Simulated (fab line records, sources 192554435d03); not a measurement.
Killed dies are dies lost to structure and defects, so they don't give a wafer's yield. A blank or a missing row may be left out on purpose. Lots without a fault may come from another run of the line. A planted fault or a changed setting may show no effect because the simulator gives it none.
Chamber matching | flow n5_finfet | N5_FIN_SAQP_HM_OPEN_73 on rie_diel-03: 4 sister chambers
The step chemistry CHF3/O2, target SiO2, stops on a-Si, target depth 12 nm, time 16.8 s. 4 wafers are shown with their chamber, then 10 later ones without.

WAFERS WITH THEIR CHAMBER
wafer  | chamber | showerhead_plenum_p_Torr (Torr)
L088.3 | 3       | 2.28
L088.5 | 1       | 2.53
L090.1 | 0       | 2.38
L090.2 | 2       | 2.30

WAFERS WITHOUT THEIR CHAMBER
wafer  | showerhead_plenum_p_Torr (Torr)
L090.6 | 2.30
L093.3 | 2.38
L093.5 | 2.28
L093.6 | 2.38
L094.2 | 2.52
L094.3 | 2.30
L094.6 | 2.38
L097.3 | 2.29
L097.5 | 2.29
L097.6 | 2.52

WHICH CHAMBER EACH WENT THROUGH
wafer  | from the rows above     | in truth
L090.6 | 2                       | 2
L093.3 | 0                       | 0
L093.5 | 3                       | 3
L093.6 | 0                       | 0
L094.2 | 1                       | 1
L094.3 | 2                       | 2
L094.6 | 0                       | 0
L097.3 | can't be placed: 2 or 3 | 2
L097.5 | can't be placed: 2 or 3 | 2
L097.6 | 1                       | 1
Placed correctly: 8 of 10. Can't be placed from these rows: 2 (the true chamber is among the candidates in 2). Placed wrongly: 0.
How it was worked out, from the rows above alone: a wafer's distance from a chamber is the root of the sum, over the readings, of the square of ((its reading less the chamber's mean) divided by the reading's scatter). The wafer belongs to the nearest chamber; if the next one is less than 2 further off, it can't be placed. A chamber's mean is the mean of its shown wafers. The scatter: with one shown wafer a chamber, the root of the mean of the squares of how far each hidden wafer lies from its nearest shown one.
